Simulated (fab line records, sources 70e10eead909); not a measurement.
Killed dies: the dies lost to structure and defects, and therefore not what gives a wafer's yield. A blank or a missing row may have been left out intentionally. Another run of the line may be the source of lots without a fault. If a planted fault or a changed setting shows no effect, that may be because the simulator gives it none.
fab line records	flow nand_harc	part 1 of 2: steps 1 to 4 of 6
[record] lots = 22	wafers = 66	last_day = 34
route steps=1302 shown A_CHANNEL_HOLE_D1@477 A_CHANNEL_FILL_D1@507 A_CHANNEL_HOLE_D2@589 A_CHANNEL_FILL_D2@619
lots with no fault: from the same line, run without faults
start_h: start of the lot's first displayed wafer, in hours after the record's first day	wait_h: time in hours since the lot's previous step	" as in the row above	L1.1+2: one row covering several wafers at once	- no value, or no start was given	* or withheld: withheld	< > ~ a bound
route shown NAME@n: NAME is a module with steps in the file, n the number in the route of the first one	usual: mean/standard deviation of fault-free wafers	same: alike in all rows	chamber/n: place in a boat	sites: readings site by site	_std_site: standard deviation across them	_edge_site: mean of outer sites minus mean of inner sites	radius_mm: how far each site lies from the wafer's centre	mask NAME#n: copy n	behind: the most recent tool/chamber to have shaped the wafer	hold: the reason the lot was held/the length of the hold in hours/how it ended	device: the transistor (n, p or np) that didn't switch	end of line: tests of these same wafers at the route's end	a step without rows: its recipe alone	killed: count of dies lost to structure and defects at first sort (not the wafer's yield)	map: shows each die of a wafer: x if killed, . if not, _ if none is there
set.NAME: the run value of the setting; set.NAME@STEP: its run value at that earlier step	model.NAME: the simulator's own value behind a step, which no gauge read
route steps across a sampled set of lots; one table per step, one row per wafer
services: a tool's chamber out of use, with start hour (start_h, from the record's first day; less than 0 if before it), hours out, and reason
[[steps]]
[step NHARC_A_CHANNEL_HOLE_D1_ETCH_25]
[recipe] bias_v = 5000	source_w = withheld	pressure_mtorr = 20	time_s = 1040.2	ar_flow_sccm = 375	c4f8_flow_sccm = 93.8	o2_flow_sccm = 31.2	temp_c = -20	target_depth_a = 15000	chemistry = C4F8/O2/Ar
[usual] drypump_motor_current_A = 5.8/0.37	showerhead_plenum_p_Torr = 3.65/0.096	throttle_valve_pct = 32.235/0.0092
lot.wafer	tool	chamber	start_h	wait_h	drypump_motor_current_A	rf_hours_counter_h	showerhead_plenum_p_Torr	throttle_valve_pct
L074.1	har_etch-01	1	186.92	0.7	6.3	91	3.73	32.243
L074.3	"	1	"	"	6.2	-	3.73	32.239
L074.5	"	1	"	"	6.3	-	3.73	32.226
L076.1	har_etch-01	0	205.60	0.6	5.3	103	3.72	32.233
L076.4	"	0	"	"	5.3	-	3.72	32.244
L076.6	"	0	"	"	5.3	-	3.72	32.225
L077.3	har_etch-01	0	225.19	0.7	5.3	-	3.71	32.229
L077.5	"	1	"	"	6.3	-	3.71	32.240
L077.6	"	0	"	"	5.3	-	3.71	32.231
L078.3	har_etch-02	0	226.75	0.7	5.9	-	3.51	32.242
L078.4	"	1	"	"	5.6	-	3.62	32.230
L078.6	"	1	"	"	5.6	-	3.62	32.234
L079.1	har_etch-01	1	228.91	0.6	6.2	122	3.71	32.216
L079.4	"	0	"	"	5.3	-	3.71	32.228
L079.5	"	1	"	"	6.2	-	3.71	32.247
L080.2	har_etch-02	0	243.03	0.7	5.8	330	3.51	32.224
L080.4	"	0	"	"	5.9	-	3.51	32.239
L080.6	"	1	"	"	5.6	-	3.61	32.220
L081.4	har_etch-01	1	255.06	0.7	6.2	-	3.70	32.219
L081.3	"	0	"	"	5.3	-	3.70	32.230
L081.5	"	1	"	"	6.3	-	3.70	32.241
L083.1	har_etch-01	1	269.46	0.6	6.3	145	3.70	32.239
L083.2	"	0	"	"	5.3	145	3.70	32.236
L083.3	"	0	"	"	5.3	-	3.70	32.239
L084.2	har_etch-01	1	282.23	0.6	6.2	152	3.69	32.242
L084.3	"	0	"	"	5.3	-	3.69	32.242
L084.6	"	0	"	"	5.3	-	3.69	32.247
L085.4	har_etch-02	0	306.25	0.7	5.9	-	3.49	32.230
L085.5	"	1	"	"	5.6	-	3.59	32.233
L085.6	"	0	"	"	5.8	-	3.49	32.227
L086.2	har_etch-01	0	309.15	0.6	5.4	164	3.69	32.233
L086.6	"	0	"	"	5.4	-	3.69	32.228
L086.5	"	1	"	"	6.2	-	3.69	32.235
L087.2	har_etch-02	0	314.58	0.7	5.9	365	3.49	32.220
L087.3	"	0	"	"	5.9	-	3.49	32.235
L087.6	"	1	"	"	5.6	-	3.59	32.257
L089.4	har_etch-01	0	330.33	0.7	5.4	-	3.68	32.236
L089.3	"	1	"	"	6.2	-	3.68	32.240
L089.5	"	0	"	"	5.3	-	3.68	32.225
L088.4	har_etch-02	0	330.88	0.7	5.9	-	3.48	32.241
L088.3	"	1	"	"	5.6	-	3.59	32.232
L088.6	"	1	"	"	5.6	-	3.59	32.230
L091.1	har_etch-01	1	348.47	0.7	6.2	187	3.67	32.242
L091.4	"	0	"	"	5.4	-	3.67	32.242
L091.6	"	0	"	"	5.4	-	3.67	32.229
L090.2	har_etch-02	1	348.62	0.7	5.6	373	3.58	32.228
L090.3	"	1	"	"	5.6	-	3.58	32.228
L090.6	"	0	"	"	5.8	-	3.48	32.222
L092.4	har_etch-01	1	362.69	0.7	6.3	-	3.67	32.224
L092.3	"	0	"	"	5.4	-	3.67	32.258
L092.5	"	1	"	"	6.3	-	3.67	32.238
L093.2	har_etch-02	0	371.30	0.7	5.9	403	3.47	32.229
L093.4	"	1	"	"	5.6	-	3.57	32.215
L093.3	"	0	"	"	5.9	-	3.47	32.225
L094.4	har_etch-01	0	392.65	0.7	5.3	-	3.66	32.233
L094.5	"	0	"	"	5.3	-	3.66	32.243
L094.6	"	1	"	"	6.3	-	3.66	32.240
L095.2	har_etch-01	1	404.48	0.6	6.3	228	3.65	32.239
L095.4	"	1	"	"	6.3	-	3.65	32.229
L095.5	"	0	"	"	5.3	-	3.65	32.251
L096.1	har_etch-02	1	406.96	0.7	5.6	10	3.92	32.221
L096.4	"	1	"	"	5.6	-	3.92	32.238
L096.5	"	1	"	"	5.6	-	3.92	32.242
L097.1	har_etch-01	0	415.47	0.7	5.3	236	3.65	32.230
L097.3	"	1	"	"	6.3	-	3.65	32.240
L097.5	"	0	"	"	5.3	-	3.65	32.250
[step NHARC_A_CHANNEL_FILL_D1_ALD_25]
[recipe] target_thk_a = 600	pulse_time_s = 10	ald_cycles = 600	temp_c = 300	material = SiOx
[usual] heater_power_outer_w = 251/27	heater_power_w = 446/35	precursor_pulse_height_rel = 0.998/0.018
lot.wafer	tool	chamber	start_h	wait_h	heater_power_outer_w	heater_power_w	precursor_pulse_height_rel
L074.3	ald_hk-01	2	231.22	0.1	273	486	1.010
L074.1	"	0	232.46	1.3	234	447	1.011
L074.5	"	3	234.31	3.1	275	497	0.981
L076.4	ald_hk-02	0	248.55	0.0	241	450	0.985
L076.1	"	1	"	"	256	456	1.023
L076.6	"	0	251.04	2.5	240	457	0.964
L079.4	ald_hk-02	3	266.07	0.7	193	361	0.991
L079.1	"	1	267.30	1.9	251	455	1.005
L079.5	"	2	"	"	271	471	1.020
L078.4	ald_hk-01	2	266.36	1.0	270	486	1.002
L078.3	"	0	267.58	2.2	244	434	1.003
L078.6	"	1	"	"	255	441	1.014
L077.3	ald_hk-04	0	269.02	3.6	253	449	1.022
L077.5	"	1	"	"	289	489	0.971
L077.6	"	2	"	"	216	419	1.037
L080.2	ald_hk-02	3	285.30	0.7	191	362	0.984
L080.4	"	1	286.52	1.9	251	448	0.969
L080.6	"	2	"	"	272	459	1.001
L081.4	ald_hk-04	0	295.12	0.1	252	445	0.977
L081.3	"	3	296.96	1.9	258	435	1.028
L081.5	"	1	298.19	3.1	290	488	0.983
L083.1	ald_hk-04	3	310.59	0.7	263	424	0.994
L083.2	"	0	"	"	251	447	0.985
L083.3	"	1	"	"	301	489	1.009
L084.2	ald_hk-02	3	323.63	0.9	193	368	1.011
L084.3	"	2	325.48	2.8	277	467	0.978
L084.6	"	3	"	"	194	367	1.006
L085.4	ald_hk-04	0	346.16	0.7	251	456	0.987
L085.6	"	3	348.02	2.5	252	440	1.017
L085.5	"	0	"	"	245	453	1.014
L087.3	ald_hk-01	2	352.41	0.1	282	499	0.987
L087.2	"	1	356.10	3.7	250	446	1.011
L087.6	"	2	357.33	5.0	289	494	1.017
L086.2	ald_hk-04	0	353.63	1.3	254	454	1.011
L086.6	"	2	354.85	2.5	223	415	1.009
L086.5	"	3	"	"	254	440	0.977
L088.4	ald_hk-04	2	375.45	0.1	223	413	0.989
L088.3	"	1	377.28	1.9	295	496	1.004
L088.6	"	3	378.50	3.1	253	441	0.987
L089.3	ald_hk-02	2	376.06	0.7	267	475	0.982
L089.4	"	0	377.30	1.9	248	453	1.005
L089.5	"	1	"	"	256	452	0.994
L091.1	ald_hk-04	0	388.55	0.7	259	440	0.992
L091.4	"	2	389.77	1.9	225	418	0.958
L091.6	"	3	"	"	251	446	1.031
L090.3	ald_hk-01	1	388.55	0.7	251	449	0.970
L090.2	"	3	389.78	1.9	265	488	0.977
L090.6	"	1	391.01	3.1	255	445	0.961
L092.3	ald_hk-02	1	404.32	1.3	260	444	0.987
L092.4	"	2	"	"	277	466	0.990
L092.5	"	0	406.20	3.2	245	459	0.983
L093.3	ald_hk-04	2	410.55	0.1	227	420	0.999
L093.4	"	3	"	"	258	447	0.986
L093.2	"	0	"	"	254	457	0.987
L094.4	ald_hk-02	0	433.60	1.9	244	469	1.017
L094.5	"	1	"	"	254	440	0.998
L094.6	"	2	"	"	271	465	0.977
L096.1	ald_hk-02	3	444.16	0.1	204	377	1.006
L096.4	"	2	445.98	1.9	283	476	0.996
L096.5	"	0	447.19	3.1	251	470	1.034
L095.4	ald_hk-01	0	444.17	0.1	244	441	0.983
L095.2	"	2	445.39	1.3	291	478	0.998
L095.5	"	0	446.61	2.5	244	447	1.020
L097.3	ald_hk-04	3	457.37	0.1	253	437	1.009
L097.1	"	1	458.60	1.3	286	484	1.008
L097.5	"	0	460.45	3.1	257	466	1.002
[step NHARC_A_CHANNEL_HOLE_D2_ETCH_16]
[recipe] target_depth_a = 31000	over_etch_frac = 0.3	time_s = 806	ion_energy_ev = 150	o2_flow_sccm = 400	cos_flow_sccm = 20	ar_flow_sccm = 0	rf_w = 500	bias_w = 300	chemistry = O2/COS
[usual] drypump_motor_current_A = 5.8/0.42	oes_product_au = 1.000/0.0097	rf_vpp_V = 313.6/1.5	showerhead_plenum_p_Torr = 3.09/0.088	throttle_valve_pct = 28.330/0.0092
lot.wafer	tool	chamber	start_h	wait_h	drypump_motor_current_A	oes_product_au	rf_hours_counter_h	rf_vpp_V	showerhead_plenum_p_Torr	throttle_valve_pct
L074.1	rie_diel-05	1	-	-	6.0	1.011	2	312.7	3.03	28.322
L074.3	"	2	"	"	5.8	1.004	3	311.4	3.00	28.330
L074.5	"	0	"	"	5.0	0.997	-	312.6	2.99	28.322
L076.1	rie_diel-05	2	-	-	5.8	1.007	4	310.3	3.00	28.328
L076.4	"	3	"	"	5.1	0.988	4	313.1	3.13	28.342
L076.6	"	3	"	"	5.1	0.992	-	315.0	3.13	28.317
L078.4	rie_diel-05	2	-	-	5.8	1.004	5	312.4	3.00	28.314
L078.3	"	0	"	"	5.0	1.010	4	311.4	2.99	28.335
L078.6	"	3	"	"	5.1	0.987	-	313.8	3.13	28.334
L079.1	rie_diel-07	1	-	-	6.4	0.995	2	313.5	3.04	28.322
L079.4	"	3	"	"	5.8	1.002	2	312.0	3.05	28.335
L079.5	"	0	"	"	5.8	1.010	-	313.0	3.03	28.328
L077.3	rie_diel-03	0	-	-	5.9	1.022	2	312.5	3.03	28.314
L077.6	"	1	"	"	5.7	1.001	-	315.3	3.16	28.329
L077.5	"	2	"	"	5.8	1.008	-	317.0	3.20	28.331
L080.4	rie_diel-05	2	-	-	5.8	0.994	6	312.2	3.00	28.330
L080.2	"	3	"	"	5.2	1.002	6	314.6	3.13	28.324
L080.6	"	1	"	"	6.0	0.991	-	312.8	3.03	28.329
L081.3	rie_diel-07	1	-	-	6.4	1.014	4	313.0	3.04	28.342
L081.4	"	0	"	"	5.8	1.000	5	312.3	3.03	28.329
L081.5	"	2	"	"	6.4	1.017	-	315.5	3.22	28.330
L083.3	rie_diel-05	3	-	-	5.1	0.992	7	314.7	3.13	28.336
L083.2	"	0	"	"	5.0	0.986	7	311.9	2.99	28.338
L083.1	"	1	"	"	6.0	0.996	6	314.5	3.03	28.338
L084.3	rie_diel-07	3	-	-	5.8	0.990	5	314.5	3.05	28.321
L084.2	"	0	"	"	5.8	0.996	7	313.2	3.03	28.345
L084.6	"	0	"	"	5.8	1.009	-	312.3	3.03	28.344
L085.4	rie_diel-07	0	-	-	5.8	1.007	10	312.7	3.03	28.336
L085.5	"	0	"	"	5.8	1.004	-	313.1	3.03	28.322
L085.6	"	1	"	"	6.4	0.994	-	313.0	3.04	28.346
L086.2	rie_diel-07	2	-	-	6.4	1.021	10	315.4	3.22	28.340
L086.5	"	2	"	"	6.4	1.004	-	315.7	3.22	28.329
L086.6	"	0	"	"	5.8	1.001	-	312.8	3.03	28.332
L087.3	rie_diel-03	2	-	-	5.7	1.005	9	315.9	3.20	28.334
L087.2	"	1	"	"	5.8	0.996	8	315.0	3.16	28.338
L087.6	"	2	"	"	5.8	0.998	-	315.9	3.20	28.315
L089.3	rie_diel-07	1	-	-	6.4	0.991	10	312.6	3.04	28.329
L089.4	"	3	"	"	5.8	1.001	9	312.4	3.05	28.329
L089.5	"	1	"	"	6.4	0.990	-	311.7	3.04	28.326
L088.4	rie_diel-03	0	-	-	5.9	1.013	8	313.6	3.03	28.336
L088.3	"	3	"	"	6.0	1.011	10	317.5	3.27	28.335
L088.6	"	1	"	"	5.7	0.994	-	314.8	3.16	28.340
L091.1	rie_diel-07	0	-	-	5.8	1.005	12	314.7	3.03	28.334
L091.4	"	2	"	"	6.4	1.014	12	314.1	3.21	28.326
L091.6	"	0	"	"	5.8	1.006	-	312.7	3.03	28.333
L090.2	rie_diel-03	3	-	-	5.9	1.018	11	314.9	3.27	28.329
L090.3	"	0	"	"	5.9	1.015	9	312.9	3.03	28.316
L090.6	"	2	"	"	5.8	1.013	-	316.3	3.20	28.326
L092.3	rie_diel-05	2	-	-	5.7	0.999	2	311.0	2.99	28.321
L092.4	"	3	"	"	5.1	0.988	3	314.1	3.13	28.345
L092.5	"	2	"	"	5.8	0.999	-	312.2	2.99	28.332
L093.4	rie_diel-05	0	-	-	5.1	0.982	3	311.3	2.98	28.308
L093.3	"	1	"	"	6.0	0.988	3	312.5	3.03	28.333
L093.2	"	2	"	"	5.8	1.008	3	313.0	2.99	28.329
L094.5	rie_diel-05	0	-	-	5.0	0.994	-	313.3	2.98	28.328
L094.6	"	1	"	"	6.0	0.992	-	313.8	3.03	28.327
L094.4	"	3	"	"	5.2	0.986	-	314.1	3.13	28.326
L095.2	rie_diel-03	3	-	-	6.0	0.989	2	316.1	3.26	28.339
L095.4	"	0	"	"	5.9	1.005	2	313.1	3.03	28.321
L095.5	"	0	"	"	5.8	1.005	-	313.0	3.03	28.327
L096.4	rie_diel-07	1	-	-	6.4	0.999	1	313.8	3.04	28.335
L096.1	"	3	"	"	5.8	0.980	1	312.9	3.04	28.324
L096.5	"	2	"	"	6.5	1.012	-	315.0	3.21	28.345
L097.3	rie_diel-05	0	-	-	5.1	0.993	6	312.4	2.98	28.336
L097.1	"	1	"	"	6.0	1.013	5	313.6	3.03	28.321
L097.5	"	2	"	"	5.8	1.006	-	310.4	2.99	28.339
[step NHARC_A_CHANNEL_FILL_D2_ETCHBACK_19]
[recipe] target_depth_a = 50	time_s = 1.7	hbr_flow_sccm = 150	cl2_flow_sccm = 50	rf_w = 400	icp_w = 400	bias_w = 100	chemistry = HBr/Cl2
[usual] drypump_motor_current_A = 5.8/0.38	oes_product_au = 0.997/0.0088	throttle_valve_pct = 26.406/0.0086
lot.wafer	tool	chamber	start_h	wait_h	drypump_motor_current_A	oes_product_au	rf_hours_counter_h	throttle_valve_pct
L074.1	rie_si-01	3	328.64	0.4	6.1	1.009	0.63	26.404
L074.3	"	1	"	"	5.3	1.003	0.59	26.415
L074.5	"	1	"	"	5.4	0.999	-	26.412
L076.4	rie_si-01	2	353.08	0.4	6.0	0.997	0.81	26.400
L076.1	"	3	"	"	6.1	1.002	0.75	26.404
L076.6	"	3	"	"	6.1	1.008	-	26.401
L078.4	rie_si-01	3	361.18	0.4	6.1	1.000	0.78	26.414
L078.3	"	0	"	"	6.4	0.984	0.89	26.411
L078.6	"	3	"	"	6.1	1.014	-	26.401
L079.1	rie_si-02	2	361.20	0.4	6.2	0.995	0.52	26.417
L079.5	"	0	"	"	6.1	0.997	-	26.410
L079.4	"	1	"	"	5.4	0.983	-	26.394
L077.3	rie_si-01	0	366.36	0.4	6.4	0.990	0.91	26.399
L077.6	"	3	"	"	6.2	1.017	-	26.403
L077.5	"	0	"	"	6.4	1.000	-	26.397
L080.2	rie_si-03	1	384.14	0.4	5.7	0.991	1.05	26.413
L080.6	"	3	"	"	5.3	0.992	-	26.397
L080.4	"	1	"	"	5.7	0.992	-	26.403
L081.3	rie_si-01	0	394.08	0.4	6.4	1.010	0.05	26.391
L081.4	"	2	"	"	5.9	0.983	0.06	26.412
L081.5	"	0	"	"	6.4	1.005	-	26.404
L083.2	rie_si-02	1	403.28	0.4	5.4	0.994	0.78	26.407
L083.1	"	2	"	"	6.2	0.991	0.85	26.409
L083.3	"	0	"	"	6.1	1.005	0.80	26.408
L084.3	rie_si-03	2	423.59	0.4	5.6	0.992	0.06	26.392
L084.2	"	1	"	"	5.7	1.003	0.04	26.404
L084.6	"	3	"	"	5.3	0.985	-	26.405
L085.4	rie_si-03	0	442.84	0.4	5.4	1.000	0.18	26.403
L085.5	"	2	"	"	5.6	0.993	-	26.415
L085.6	"	3	"	"	5.3	0.995	-	26.412
L086.2	rie_si-03	3	450.01	0.4	5.3	0.995	0.22	26.409
L086.6	"	3	"	"	5.3	0.993	-	26.406
L086.5	"	0	"	"	5.4	0.995	-	26.409
L087.2	rie_si-01	0	457.28	0.4	6.4	1.002	0.42	26.410
L087.3	"	1	"	"	5.3	0.985	0.47	26.411
L087.6	"	3	"	"	6.2	0.979	-	26.398
L089.3	rie_si-03	0	474.48	0.4	5.4	0.994	0.37	26.398
L089.4	"	1	"	"	5.7	1.008	0.39	26.406
L089.5	"	3	"	"	5.3	0.994	-	26.405
L088.4	rie_si-03	1	478.68	0.4	5.7	1.005	0.41	26.405
L088.3	"	2	"	"	5.6	0.989	0.46	26.421
L088.6	"	2	"	"	5.6	1.001	-	26.399
L091.1	rie_si-03	3	487.06	0.4	5.3	1.000	0.47	26.400
L091.4	"	0	"	"	5.4	1.006	0.44	26.402
L091.6	"	3	"	"	5.3	0.995	-	26.421
L090.3	rie_si-02	0	487.07	0.4	6.1	0.986	0.26	26.406
L090.2	"	2	"	"	6.2	1.007	0.13	26.396
L090.6	"	0	"	"	6.1	0.989	-	26.404
L092.4	rie_si-02	0	498.13	0.4	6.1	0.987	0.34	26.415
L092.3	"	2	"	"	6.2	1.021	0.17	26.407
L092.5	"	0	"	"	6.1	0.988	-	26.397
L093.4	rie_si-01	0	504.12	0.4	6.3	1.002	0.77	26.407
L093.3	"	1	"	"	5.4	0.997	0.68	26.407
L093.2	"	2	"	"	5.9	0.984	0.71	26.398
L094.4	rie_si-02	1	524.38	0.4	5.4	1.001	-	26.407
L094.5	"	2	"	"	6.2	1.004	-	26.399
L094.6	"	0	"	"	6.1	0.985	-	26.409
L095.4	rie_si-03	1	541.69	0.4	5.7	0.990	0.79	26.409
L095.2	"	0	"	"	5.4	1.016	0.81	26.415
L095.5	"	1	"	"	5.7	0.989	-	26.394
L096.1	rie_si-02	1	541.73	0.4	5.4	1.003	0.54	26.416
L096.4	"	2	"	"	6.2	1.003	0.42	26.410
L096.5	"	0	"	"	6.1	0.992	-	26.408
L097.3	rie_si-01	3	565.46	0.4	6.1	0.994	0.02	26.407
L097.1	"	0	"	"	6.3	0.990	0.02	26.413
L097.5	"	2	"	"	5.9	0.993	-	26.400
